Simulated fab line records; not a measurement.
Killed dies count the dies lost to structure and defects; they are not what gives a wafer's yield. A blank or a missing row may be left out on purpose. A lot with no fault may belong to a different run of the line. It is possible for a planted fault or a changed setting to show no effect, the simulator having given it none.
Which tool did it?    flow nand harc    13 lots, 37 wafers sampled, at 1 step of a route of 1159

## WHAT THE GAUGES SHOWED, per wafer
NHARC_P_M1_THK_MEAS_24: measures by xrf. Usual: thk nm at 157.9 nm, with a standard deviation of 1.5.
lot   measured      on             thk nm (nm)        flag
L249  day 6 06:10   film metro-01  157.8 159.2 158.6  
L251  day 6 18:24   film metro-02  157.5 155.8 158.7  
L252  day 6 18:43   film metro-02  158.7 156.1 155.8  
L254  day 7 05:28   film metro-01  157.0 159.2 157.8  
L253  day 7 06:34   film metro-02  155.8 161.3 159.6  
L255  day 7 12:41   film metro-02  158.9 156.9 158.0  
L256  day 7 13:28   film metro-02  157.8 158.4 157.7  
L257  day 8 03:01   film metro-02  156.1 155.8 157.9  
L258  day 8 04:04   film metro-01  157.4 156.7 158.5  
L259  day 8 18:46   film metro-02  158.0 162.3 159.6  
L263  day 9 15:25   film metro-02  157.1 158.2        
L265  day 9 20:23   film metro-02  157.8 156.3        
L272  day 11 15:08  film metro-02  158.6 158.7 157.0  

## WHAT TOOL EACH LOT RAN ON (gives the tool, then ch and the chambers of the sampled wafers, and finally the start)
Before these readings, the record contains no process step.

## AS READ BY THE TOOLS THEMSELVES (means over the sampled wafers that have a number; for cases with no such wafer, the mark the record gives instead)
The record holds no such reading with a usual standard deviation.

## THE ANSWER, worked out from the rows above alone
Rule: lot off if the mean of its wafers having a number is beyond 3 standard deviations from the usual mean. A lot without any number at a reading at which 4 lots or more have one is off too. All remaining lots with rows at the step are treated as sound. Order of review: gauges by route order, followed by the tools' own readings, for which a lot's mean as printed above is used. At the first step where some lot is off, the reading lying furthest off is the one used; lots without a number count as furthest.
No lot is off on any of the readings shown, so nothing can be concluded from this.

## WHAT WAS PUT IN BY THE SIMULATOR
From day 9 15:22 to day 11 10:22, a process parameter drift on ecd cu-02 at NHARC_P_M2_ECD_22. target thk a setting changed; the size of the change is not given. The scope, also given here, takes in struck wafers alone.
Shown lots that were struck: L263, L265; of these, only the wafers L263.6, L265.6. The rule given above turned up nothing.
